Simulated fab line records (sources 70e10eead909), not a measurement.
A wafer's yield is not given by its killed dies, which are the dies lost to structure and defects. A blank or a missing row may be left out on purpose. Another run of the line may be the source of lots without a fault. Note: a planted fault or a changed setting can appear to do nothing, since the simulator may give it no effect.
fab line records + flow nand-harc
record
- lots=12
- wafers=36
- last-day=23
route steps=1159 shown A_STAIRCASE@596
lots that met no fault: from a run of the same line without faults
start-h: hours from the record's first day to the start of the lot's first wafer shown + wait-h: hours elapsed since this lot's preceding step + " identical to the entry in the row above + L1.1+2: one row covering several wafers at once + - either no value or no given start + * or withheld: withheld + < > ~ a bound
route shown NAME@n: names a module that has steps shown in the file, with the first one's number in the route + usual: mean/standard deviation taken from wafers without a fault + same: alike in all rows + chamber/n: place in a boat + sites: each site's reading + _std_site: the standard deviation of these + _edge_site: outer sites' mean less inner sites' + radius-mm: for every site, how far away it sits from the centre of the wafer + mask NAME#n: copy n + behind: the last tool/chamber to shape the wafer + hold: why the lot was held/for how many hours/how that ended + device: which transistor (n, p or np) failed to switch + end of line: the tests these same wafers got at the end of their route + where a step has no rows: the recipe by itself + killed: not the wafer's yield, but the dies lost to structure and defects at the first sort + map: the dies of a wafer, with x for killed, . for not killed, _ for no die there
set.NAME: the setting that was run; set.NAME@STEP: the one run at that earlier step + model.NAME: the simulator's own value behind a step, which no gauge read
a sample of lots followed through the steps of the route, with each step as a table and each wafer as a row
services: when a tool's chamber went out of use (start-h, in hours from the record's first day, below 0 if earlier), for how many hours, and the reason
## steps
# step NHARC_A_STAIRCASE_TRIM_202
# recipe
- time-s=211.2
- o2-flow-sccm=500
- ar-flow-sccm=0
- bias-w=0
- chemistry=O2
# usual
- drypump-motor-current-A=5.5/0.4
- oes-product-au=1.000/0.01
- rf-vpp-V=57.7/0.86
- run-length-s=232.5/0.53
- showerhead-plenum-p-Torr=3.53/0.18
- throttle-valve-pct=17.038/0.0091
| lot.wafer | tool        | chamber | start-h | wait-h | drypump-motor-current-A | oes-product-au | rf-hours-counter-h | rf-vpp-V | run-length-s | showerhead-plenum-p-Torr | throttle-valve-pct |
|-----------|-------------|---------|---------|--------|-------------------------|----------------|--------------------|----------|--------------|--------------------------|--------------------|
| L352.2    | rie-diel-03 | 0       | -       | -      | 5.5                     | 0.991          | 9                  | 56.5     | 232.9        | 3.49                     | 17.029             |
| L352.3    | "           | 2       | "       | "      | 4.7                     | 1.003          | 10                 | 57.4     | 232.0        | 3.65                     | 17.031             |
| L352.5    | "           | 0       | "       | "      | 5.5                     | 0.991          | -                  | 58.0     | 233.1        | 3.49                     | 17.042             |
| L353.3    | rie-diel-13 | 1       | -       | -      | 5.4                     | 1.009          | 45                 | 57.5     | 232.8        | 3.58                     | 17.028             |
| L353.2    | "           | 3       | "       | "      | 5.8                     | 1.010          | 53                 | 58.8     | 231.6        | 3.29                     | 17.036             |
| L353.6    | "           | 0       | "       | "      | 5.4                     | 0.996          | -                  | 56.6     | 232.0        | 3.65                     | 17.049             |
| L354.3    | rie-diel-13 | 2       | -       | -      | 5.5                     | 1.013          | 52                 | 56.8     | 233.4        | 3.31                     | 17.046             |
| L354.2    | "           | 3       | "       | "      | 5.8                     | 1.005          | 54                 | 56.4     | 232.3        | 3.29                     | 17.048             |
| L354.5    | "           | 1       | "       | "      | 5.4                     | 0.999          | -                  | 58.6     | 232.4        | 3.58                     | 17.055             |
| L351.2    | rie-diel-06 | 3       | -       | -      | 6.1                     | 0.999          | 3                  | 57.3     | 232.8        | 3.36                     | 17.047             |
| L351.4    | "           | 1       | "       | "      | 5.0                     | 1.002          | 4                  | 56.4     | 232.5        | 3.44                     | 17.047             |
| L351.6    | "           | 2       | "       | "      | 5.6                     | 1.012          | -                  | 58.7     | 232.9        | 3.81                     | 17.042             |
| L355.2    | rie-diel-06 | 0       | -       | -      | 5.7                     | 0.985          | 6                  | 57.2     | 232.5        | 3.36                     | 17.019             |
| L355.3    | "           | 1       | "       | "      | 5.0                     | 1.001          | 6                  | 57.5     | 232.5        | 3.44                     | 17.057             |
| L355.5    | "           | 0       | "       | "      | 5.7                     | 0.987          | -                  | 58.1     | 231.9        | 3.36                     | 17.031             |
| L356.4    | rie-diel-13 | 3       | -       | -      | 5.8                     | 1.015          | 57                 | 57.4     | 232.0        | 3.29                     | 17.037             |
| L356.3    | "           | 2       | "       | "      | 5.5                     | 1.011          | 54                 | 56.9     | 233.6        | 3.31                     | 17.033             |
| L356.5    | "           | 0       | "       | "      | 5.3                     | 1.001          | -                  | 57.9     | 232.4        | 3.64                     | 17.033             |
| L358.4    | rie-diel-06 | 2       | -       | -      | 5.6                     | 1.009          | 13                 | 57.8     | 232.8        | 3.80                     | 17.036             |
| L358.2    | "           | 3       | "       | "      | 6.1                     | 0.998          | 9                  | 55.7     | 232.9        | 3.35                     | 17.039             |
| L358.6    | "           | 3       | "       | "      | 6.1                     | 0.995          | -                  | 57.3     | 233.1        | 3.35                     | 17.031             |
| L361.3    | rie-diel-13 | 3       | -       | -      | 5.8                     | 1.015          | 7                  | 58.1     | 231.8        | 3.80                     | 17.047             |
| L361.4    | "           | 0       | "       | "      | 5.3                     | 1.002          | 6                  | 58.5     | 232.5        | 3.64                     | 17.030             |
| L361.5    | "           | 2       | "       | "      | 5.5                     | 1.006          | -                  | 57.9     | 233.2        | 3.30                     | 17.043             |
| L365.2    | rie-diel-06 | 1       | -       | -      | 5.0                     | 1.021          | 27                 | 56.7     | 232.7        | 3.43                     | 17.043             |
| L365.6    | "           | 3       | "       | "      | 6.1                     | 0.985          | -                  | 58.2     | 233.1        | 3.35                     | 17.045             |
| L365.5    | "           | 0       | "       | "      | 5.7                     | 0.983          | -                  | 56.3     | 232.6        | 3.35                     | 17.043             |
| L370.3    | rie-diel-13 | 1       | -       | -      | 5.4                     | 1.009          | 21                 | 59.6     | 232.0        | 3.56                     | 17.025             |
| L370.2    | "           | 2       | "       | "      | 5.5                     | 1.004          | 19                 | 57.6     | 233.7        | 3.30                     | 17.032             |
| L370.5    | "           | 1       | "       | "      | 5.4                     | 0.995          | -                  | 57.1     | 232.2        | 3.56                     | 17.032             |
| L371.4    | rie-diel-06 | 3       | -       | -      | 6.1                     | 0.994          | 41                 | 57.0     | 233.1        | 3.34                     | 17.030             |
| L371.3    | "           | 0       | "       | "      | 5.7                     | 0.995          | 44                 | 57.9     | 232.0        | 3.34                     | 17.037             |
| L371.5    | "           | 2       | "       | "      | 5.6                     | 1.012          | -                  | 57.2     | 232.9        | 3.78                     | 17.042             |
| L372.4    | rie-diel-06 | 1       | -       | -      | 5.0                     | 1.000          | 47                 | 57.2     | 232.1        | 3.41                     | 17.046             |
| L372.1    | "           | 2       | "       | "      | 5.6                     | 1.001          | 49                 | 58.8     | 233.1        | 3.78                     | 17.040             |
| L372.2    | "           | 3       | "       | "      | 6.1                     | 0.995          | 46                 | 57.6     | 232.7        | 3.33                     | 17.033             |
# step NHARC_A_STAIRCASE_STRIP_205
# recipe
- power-w=1500
- temp-c=250
- chemistry=O2
# usual
- drypump-motor-current-A=5.7/0.32
- heater-power-w=351/31
| lot.wafer | tool            | chamber | start-h | wait-h | drypump-motor-current-A | heater-power-w | rf-hours-counter-h |
|-----------|-----------------|---------|---------|--------|-------------------------|----------------|--------------------|
| L352.2    | plasma-asher-01 | 1       | 255.23  | 0.2    | 5.4                     | 326            | 48                 |
| L352.3    | "               | 0       | "       | "      | 6.1                     | 316            | -                  |
| L352.5    | "               | 1       | "       | "      | 5.4                     | 323            | -                  |
| L353.2    | plasma-asher-02 | 0       | 257.33  | 0.2    | 6.0                     | 408            | 21                 |
| L353.3    | "               | 1       | "       | "      | 5.3                     | 324            | -                  |
| L353.6    | "               | 0       | "       | "      | 6.0                     | 397            | -                  |
| L354.2    | plasma-asher-01 | 1       | 259.70  | 0.3    | 5.5                     | 328            | 51                 |
| L354.3    | "               | 1       | "       | "      | 5.4                     | 330            | -                  |
| L354.5    | "               | 1       | "       | "      | 5.4                     | 329            | -                  |
| L351.2    | plasma-asher-01 | 0       | 259.99  | 0.3    | 6.0                     | 319            | 51                 |
| L351.4    | "               | 0       | "       | "      | 6.1                     | 322            | -                  |
| L351.6    | "               | 1       | "       | "      | 5.4                     | 325            | -                  |
| L355.2    | plasma-asher-02 | 0       | 263.82  | 0.3    | 6.0                     | 412            | 25                 |
| L355.3    | "               | 1       | "       | "      | 5.3                     | 329            | -                  |
| L355.5    | "               | 0       | "       | "      | 6.0                     | 403            | -                  |
| L356.4    | plasma-asher-02 | 1       | 265.58  | 0.2    | 5.3                     | 331            | -                  |
| L356.3    | "               | 0       | "       | "      | 6.0                     | 399            | -                  |
| L356.5    | "               | 1       | "       | "      | 5.3                     | 334            | -                  |
| L358.2    | plasma-asher-02 | 1       | 279.22  | 0.2    | 5.3                     | 334            | 31                 |
| L358.4    | "               | 0       | "       | "      | 6.0                     | 389            | -                  |
| L358.6    | "               | 1       | "       | "      | 5.3                     | 334            | -                  |
| L361.4    | plasma-asher-02 | 0       | 309.82  | 0.2    | 6.0                     | 405            | -                  |
| L361.3    | "               | 1       | "       | "      | 5.4                     | 335            | -                  |
| L361.5    | "               | 0       | "       | "      | 6.0                     | 393            | -                  |
| L365.2    | plasma-asher-01 | 0       | 320.19  | 0.2    | 6.0                     | 335            | 11                 |
| L365.6    | "               | 1       | "       | "      | 5.4                     | 341            | -                  |
| L365.5    | "               | 0       | "       | "      | 6.1                     | 336            | -                  |
| L370.2    | plasma-asher-01 | 1       | 355.40  | 0.1    | 5.4                     | 340            | 22                 |
| L370.3    | "               | 1       | "       | "      | 5.4                     | 336            | -                  |
| L370.5    | "               | 0       | "       | "      | 6.0                     | 335            | -                  |
| L371.3    | plasma-asher-02 | 1       | 356.12  | 0.2    | 5.3                     | 328            | -                  |
| L371.4    | "               | 0       | "       | "      | 6.0                     | 395            | -                  |
| L371.5    | "               | 0       | "       | "      | 6.0                     | 395            | -                  |
| L372.2    | plasma-asher-01 | 1       | 374.92  | 0.1    | 5.4                     | 341            | 32                 |
| L372.1    | "               | 0       | "       | "      | 6.0                     | 337            | 32                 |
| L372.4    | "               | 0       | "       | "      | 6.0                     | 343            | -                  |
# step NHARC_A_STAIRCASE_TRIM_226
# recipe
- time-s=211.2
- o2-flow-sccm=500
- ar-flow-sccm=0
- bias-w=0
- chemistry=O2
# usual
- drypump-motor-current-A=5.5/0.43
- oes-product-au=0.999/0.011
- rf-vpp-V=57.9/0.92
- run-length-s=232.4/0.5
- showerhead-plenum-p-Torr=3.56/0.18
- throttle-valve-pct=17.035/0.0091
| lot.wafer | tool        | chamber | start-h | wait-h | drypump-motor-current-A | oes-product-au | rf-hours-counter-h | rf-vpp-V | run-length-s | showerhead-plenum-p-Torr | throttle-valve-pct |
|-----------|-------------|---------|---------|--------|-------------------------|----------------|--------------------|----------|--------------|--------------------------|--------------------|
| L352.3    | rie-diel-06 | 1       | 257.73  | -      | 5.0                     | 1.004          | 4                  | 56.3     | 232.2        | 3.44                     | 17.048             |
| L352.2    | "           | 3       | "       | "      | 6.1                     | 0.995          | 2                  | 58.5     | 232.7        | 3.36                     | 17.029             |
| L352.5    | "           | 0       | "       | "      | 5.7                     | 0.994          | -                  | 58.6     | 232.1        | 3.36                     | 17.034             |
| L353.3    | rie-diel-03 | 3       | 259.67  | -      | 5.5                     | 0.991          | 12                 | 58.4     | 231.5        | 3.80                     | 17.047             |
| L353.2    | "           | 0       | "       | "      | 5.5                     | 0.979          | 12                 | 58.5     | 233.2        | 3.48                     | 17.033             |
| L353.6    | "           | 1       | "       | "      | 6.3                     | 1.001          | -                  | 57.3     | 232.4        | 3.61                     | 17.027             |
| L354.2    | rie-diel-13 | 0       | 261.86  | -      | 5.4                     | 1.004          | 56                 | 58.2     | 232.0        | 3.64                     | 17.029             |
| L354.3    | "           | 1       | "       | "      | 5.4                     | 1.007          | 49                 | 57.7     | 232.1        | 3.58                     | 17.019             |
| L354.5    | "           | 3       | "       | "      | 5.8                     | 1.016          | -                  | 56.9     | 231.6        | 3.29                     | 17.018             |
| L351.2    | rie-diel-03 | 0       | 262.26  | -      | 5.5                     | 0.982          | 14                 | 58.0     | 232.9        | 3.48                     | 17.042             |
| L351.4    | "           | 2       | "       | "      | 4.7                     | 0.995          | 16                 | 59.8     | 231.9        | 3.65                     | 17.027             |
| L351.6    | "           | 1       | "       | "      | 6.3                     | 1.004          | -                  | 57.1     | 232.9        | 3.61                     | 17.048             |
| L355.2    | rie-diel-03 | 2       | 266.00  | -      | 4.7                     | 0.989          | 17                 | 56.4     | 232.3        | 3.65                     | 17.041             |
| L355.3    | "           | 0       | "       | "      | 5.5                     | 0.972          | 15                 | 57.1     | 232.9        | 3.48                     | 17.036             |
| L355.5    | "           | 2       | "       | "      | 4.7                     | 0.987          | -                  | 58.9     | 231.8        | 3.65                     | 17.029             |
| L356.3    | rie-diel-13 | 2       | 270.04  | -      | 5.5                     | 1.003          | 57                 | 57.3     | 233.0        | 3.31                     | 17.039             |
| L356.4    | "           | 3       | "       | "      | 5.8                     | 1.014          | 61                 | 57.7     | 232.0        | 3.28                     | 17.035             |
| L356.5    | "           | 1       | "       | "      | 5.4                     | 1.006          | -                  | 55.8     | 232.0        | 3.57                     | 17.029             |
| L358.4    | rie-diel-03 | 2       | 282.22  | -      | 4.7                     | 0.985          | 24                 | 57.6     | 232.3        | 3.65                     | 17.047             |
| L358.2    | "           | 0       | "       | "      | 5.5                     | 0.978          | 24                 | 57.1     | 232.9        | 3.48                     | 17.023             |
| L358.6    | "           | 2       | "       | "      | 4.7                     | 0.981          | -                  | 59.4     | 232.2        | 3.65                     | 17.037             |
| L361.4    | rie-diel-03 | 3       | 312.04  | -      | 5.5                     | 0.999          | 32                 | 58.4     | 251.6        | 3.79                     | 17.027             |
| L361.3    | "           | 0       | "       | "      | 5.6                     | 0.993          | 33                 | 58.5     | 253.0        | 3.47                     | 17.036             |
| L361.5    | "           | 2       | "       | "      | 4.7                     | 0.998          | -                  | 58.4     | 251.9        | 3.64                     | 17.026             |
| L365.2    | rie-diel-03 | 0       | 323.43  | -      | 5.5                     | 0.991          | 38                 | 57.9     | 233.2        | 3.47                     | 17.036             |
| L365.6    | "           | 2       | "       | "      | 4.7                     | 1.003          | -                  | 59.0     | 232.4        | 3.64                     | 17.028             |
| L365.5    | "           | 3       | "       | "      | 5.5                     | 1.001          | -                  | 58.5     | 251.9        | 3.79                     | 17.030             |
| L370.3    | rie-diel-06 | 3       | 357.78  | -      | 6.1                     | 1.001          | 41                 | 56.8     | 233.0        | 3.34                     | 17.064             |
| L370.2    | "           | 0       | "       | "      | 5.7                     | 0.982          | 45                 | 58.3     | 231.9        | 3.34                     | 17.044             |
| L370.5    | "           | 2       | "       | "      | 5.6                     | 1.013          | -                  | 58.9     | 232.7        | 3.78                     | 17.025             |
| L371.3    | rie-diel-13 | 3       | 358.78  | -      | 5.8                     | 1.004          | 25                 | 57.6     | 232.1        | 3.79                     | 17.028             |
| L371.4    | "           | 0       | "       | "      | 5.4                     | 1.005          | 23                 | 59.0     | 232.5        | 3.63                     | 17.045             |
| L371.5    | "           | 3       | "       | "      | 5.8                     | 1.011          | -                  | 57.8     | 232.1        | 3.79                     | 17.035             |
| L372.4    | rie-diel-13 | 0       | 377.28  | -      | 5.3                     | 1.001          | 31                 | 57.4     | 232.1        | 3.62                     | 17.051             |
| L372.1    | "           | 1       | "       | "      | 5.4                     | 1.014          | 30                 | 56.1     | 232.1        | 3.55                     | 17.031             |
| L372.2    | "           | 2       | "       | "      | 5.5                     | 1.004          | 27                 | 57.0     | 233.3        | 3.29                     | 17.029             |
# step NHARC_A_STAIRCASE_ETCH_232
# recipe
- target-depth-a=1000
- time-s=40.5
- ion-energy-ev=400
- c4f8-flow-sccm=20
- o2-flow-sccm=10
- ar-flow-sccm=withheld
- rf-w=600
- bias-w=1000
- chemistry=C4F8/O2
# usual
- oes-product-au=0.944/0.013
- rf-vpp-V=896/6.4
| lot.wafer | tool        | chamber | start-h | wait-h | oes-product-au | rf-hours-counter-h | rf-vpp-V |
|-----------|-------------|---------|---------|--------|----------------|--------------------|----------|
| L352.3    | rie-diel-13 | 0       | -       | -      | 0.943          | 54                 | 899      |
| L352.2    | "           | 3       | "       | "      | 0.956          | 54                 | 887      |
| L352.5    | "           | 0       | "       | "      | 0.949          | -                  | 901      |
| L353.2    | rie-diel-13 | 0       | -       | -      | 0.966          | 55                 | 900      |
| L353.3    | "           | 2       | "       | "      | 0.945          | 52                 | 889      |
| L353.6    | "           | 0       | "       | "      | 0.973          | -                  | 899      |
| L354.2    | rie-diel-13 | 0       | -       | -      | 0.931          | 56                 | 898      |
| L354.3    | "           | 2       | "       | "      | 0.956          | 53                 | 890      |
| L354.5    | "           | 0       | "       | "      | 0.942          | -                  | 901      |
| L351.4    | rie-diel-13 | 0       | -       | -      | 0.943          | 56                 | 900      |
| L351.2    | "           | 1       | "       | "      | 0.943          | 50                 | 897      |
| L351.6    | "           | 0       | "       | "      | 0.939          | -                  | 901      |
| L355.2    | rie-diel-13 | 0       | -       | -      | 0.935          | 59                 | 901      |
| L355.3    | "           | 3       | "       | "      | 0.947          | 59                 | 887      |
| L355.5    | "           | 0       | "       | "      | 0.938          | -                  | 900      |
| L356.3    | rie-diel-13 | 2       | -       | -      | 0.933          | 58                 | 888      |
| L356.4    | "           | 3       | "       | "      | 0.947          | 61                 | 887      |
| L356.5    | "           | 1       | "       | "      | 0.950          | -                  | 897      |
| L358.4    | rie-diel-03 | 3       | -       | -      | 0.922          | 23                 | 906      |
| L358.2    | "           | 0       | "       | "      | 0.914          | 25                 | 894      |
| L358.6    | "           | 2       | "       | "      | 0.927          | -                  | 900      |
| L361.4    | rie-diel-06 | 0       | -       | -      | 0.930          | 26                 | 891      |
| L361.3    | "           | 1       | "       | "      | 0.952          | 25                 | 892      |
| L361.5    | "           | 2       | "       | "      | 0.945          | -                  | 907      |
| L365.2    | rie-diel-13 | 1       | -       | -      | 0.947          | 12                 | 896      |
| L365.5    | "           | 0       | "       | "      | 0.949          | -                  | 899      |
| L365.6    | "           | 1       | "       | "      | 0.937          | -                  | 898      |
| L370.3    | rie-diel-06 | 1       | -       | -      | 0.961          | 42                 | 891      |
| L370.2    | "           | 2       | "       | "      | 0.940          | 43                 | 905      |
| L370.5    | "           | 2       | "       | "      | 0.953          | -                  | 905      |
| L371.4    | rie-diel-13 | 1       | -       | -      | 0.943          | 22                 | 898      |
| L371.3    | "           | 0       | "       | "      | 0.935          | 23                 | 899      |
| L371.5    | "           | 1       | "       | "      | 0.943          | -                  | 897      |
| L372.4    | rie-diel-13 | 0       | -       | -      | 0.935          | 31                 | 900      |
| L372.1    | "           | 1       | "       | "      | 0.964          | 31                 | 898      |
| L372.2    | "           | 2       | "       | "      | 0.946          | 28                 | 888      |
## services
| tool            | chamber | start-h | hours | kind       |
|-----------------|---------|---------|-------|------------|
| rie-diel-13     | 0       | 230.89  | -     | clean      |
| rie-diel-13     | 1       | 230.89  | -     | clean      |
| rie-diel-13     | 2       | 230.89  | -     | clean      |
| rie-diel-13     | 3       | 230.89  | -     | clean      |
| rie-diel-06     | -       | 241.51  | 9.0   | pm         |
| rie-diel-13     | 0       | 255.39  | -     | clean      |
| rie-diel-13     | 1       | 255.39  | -     | clean      |
| rie-diel-13     | 2       | 255.39  | -     | clean      |
| rie-diel-13     | 3       | 255.39  | -     | clean      |
| rie-diel-06     | 3       | 263.77  | 7.5   | repair     |
| rie-diel-13     | -       | 270.66  | 0.1   | repair     |
| rie-diel-13     | 0       | 276.05  | 9.0   | vent-cycle |
| rie-diel-13     | 1       | 276.05  | 9.0   | vent-cycle |
| rie-diel-13     | 3       | 276.05  | 9.0   | vent-cycle |
| plasma-asher-01 | -       | 276.23  | 9.0   | pm         |
| rie-diel-13     | 0       | 285.05  | -     | clean      |
| rie-diel-13     | 1       | 285.05  | -     | clean      |
| rie-diel-06     | 2       | 288.44  | 2.8   | repair     |
| rie-diel-13     | 2       | 288.70  | 9.7   | repair     |
| rie-diel-13     | 2       | 316.71  | 5.8   | repair     |
| rie-diel-13     | -       | 339.31  | 0.8   | repair     |
| plasma-asher-02 | -       | 360.76  | 9.0   | pm         |
| rie-diel-03     | 1       | 370.70  | 3.7   | repair     |
| rie-diel-03     | 2       | 373.90  | 5.3   | repair     |
## key
first-sign
- step=NHARC_A_STAIRCASE_TRIM_226
- reading=run-length-s
- direction=up
- sigmas=39
- usual=*
- struck=*
effect none on later readings
met-at NHARC_A_STAIRCASE_TRIM_226
struck-lots L361,L365
struck-wafers L361.3,L361.4,L361.5,L365.5
tester-left-out L361,L365
not-acting-at NHARC_A_STAIRCASE_TRIM_202,NHARC_A_STAIRCASE_STRIP_205,NHARC_A_STAIRCASE_ETCH_232
onset-between 282.22 312.04
fault
- kind=process-parameter-drift
- tool=rie-diel-03
- chamber=-
- onset-h=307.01
- steps=NHARC_A_STAIRCASE_TRIM_226
- channel=time-s
- offset=*
- shape=step
- end-h=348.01
- scope=struck-wafers-only
- acts-in=*
- stated=*
# tester-left-out: of these lots the tester's yield and bins aren't shown, on N5 and GAA mostly nor the transistor test; their killed dies are dies lost to structure and defects alone, not to doping, threshold or leakage, so they don't give the yield
